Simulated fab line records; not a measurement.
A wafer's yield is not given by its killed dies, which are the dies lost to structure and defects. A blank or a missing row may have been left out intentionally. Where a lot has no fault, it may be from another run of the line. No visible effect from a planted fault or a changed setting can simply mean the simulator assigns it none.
Split-lot experiment + flow n5Finfet + 21 wafers read across 7 lots, on a route 1938 steps long

== ABOUT THE SPLIT ==
At N5_BEOL_M4_TRENCH_ETCH_37 (etches SiOC in C4F6/O2, target depth 55.555 nm, time 29.2 s), the setting biasW was moved away from the recipe's 185 W on 7 of the 21 wafers read, by -9.5% to +16.6%. The other wafers ran this setting at the recipe's value.

The reading is taken at the split's own step.

== THE READING ==
rfVppV, in V, at N5_BEOL_M4_TRENCH_ETCH_37 (etches SiOC in C4F6/O2, target depth 55.555 nm, time 29.2 s). Fault-free wafers of this fab line usually give 662 V, standard deviation 12 V.

| wafer  | tool, chamber at the split | biasW as run, W | against the recipe | rfVppV, V | against lot-mates on the recipe |
|--------|----------------------------|-----------------|--------------------|-----------|---------------------------------|
| L075.2 | rieDiel-03, 3              | 215.1           | +16.3%             | 751       | +108                            |
| L075.5 | rieDiel-03, 1              | 215.1           | +16.3%             | 749       | +106                            |
| L075.6 | rieDiel-03, 2              | 185             | recipe             | 643       | -                               |
| L081.1 | rieDiel-02, 0              | 185             | recipe             | 674       | -                               |
| L081.2 | rieDiel-02, 1              | 167.5           | -9.5%              | 608       | -58                             |
| L081.5 | rieDiel-02, 1              | 185             | recipe             | 659       | -                               |
| L086.2 | rieDiel-03, 3              | 185             | recipe             | 678       | -                               |
| L086.3 | rieDiel-03, 1              | 185             | recipe             | 664       | -                               |
| L086.6 | rieDiel-03, 3              | 185             | recipe             | 679       | -                               |
| L084.2 | rieDiel-02, 3              | 201.2           | +8.8%              | 699       | +38                             |
| L084.3 | rieDiel-02, 2              | 185             | recipe             | 661       | -                               |
| L084.6 | rieDiel-02, 2              | 185             | recipe             | 662       | -                               |
| L091.2 | rieDiel-06, 3              | 185             | recipe             | 671       | -                               |
| L091.3 | rieDiel-06, 0              | 185             | recipe             | 689       | -                               |
| L091.5 | rieDiel-06, 1              | 185             | recipe             | 652       | -                               |
| L090.2 | rieDiel-03, 3              | 185             | recipe             | 678       | -                               |
| L090.5 | rieDiel-03, 3              | 185             | recipe             | 678       | -                               |
| L090.6 | rieDiel-03, 0              | 215.7           | +16.6%             | 745       | +67                             |
| L097.1 | rieDiel-03, 0              | 211.4           | +14.3%             | 731       | +68                             |
| L097.2 | rieDiel-03, 2              | 211.4           | +14.3%             | 715       | +52                             |
| L097.4 | rieDiel-03, 1              | 185             | recipe             | 663       | -                               |

THE FIT
A straight line over all 21 wafers: rfVppV changes by +4.72 V for each +1% of biasW; r = +0.95; the points scatter about the line by 12 V.
The same after taking each lot's own level away (the mean of its wafers on the recipe; 21 wafers): +5.29 V for each +1%; r = +0.95; scatter 13 V.
According to that fit, moving biasW by its largest amount changes the reading by 88 V.
The lots' own levels span 643.0 to 678.0 V, that is 2.9 times the standard deviation above.
Thus the slope moves with the lot-to-lot level: the two fits are different.
Check: for one of the wafers moved furthest among these (+16.6%), held out of the fit, the line's prediction against its lot-mates is +91.3 V. Against them it came out at +67 V.
Tool readings at the split's step, against how far the setting was moved: rfVppV r = +0.95.

== THE OTHER SPLITS THESE WAFERS WENT THROUGH ==
These wafers also went through other splits before the reading. Each is held against what the fit with the lots' levels taken away leaves over:
| other split on the same wafers  | wafers away from the commonest value | r with rfVppV (lot level and that fit taken away) |
|---------------------------------|--------------------------------------|---------------------------------------------------|
| N5_BEOL_M2_COAT_73 tempC        | 5                                    | -0.14                                             |
| N5_BEOL_M3_TRENCH_ETCH_37 timeS | 10                                   | +0.26                                             |

== THE FILE'S OWN FIT ==
rfVppV changes by +5.03 V for each +1% of biasW, r = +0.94.
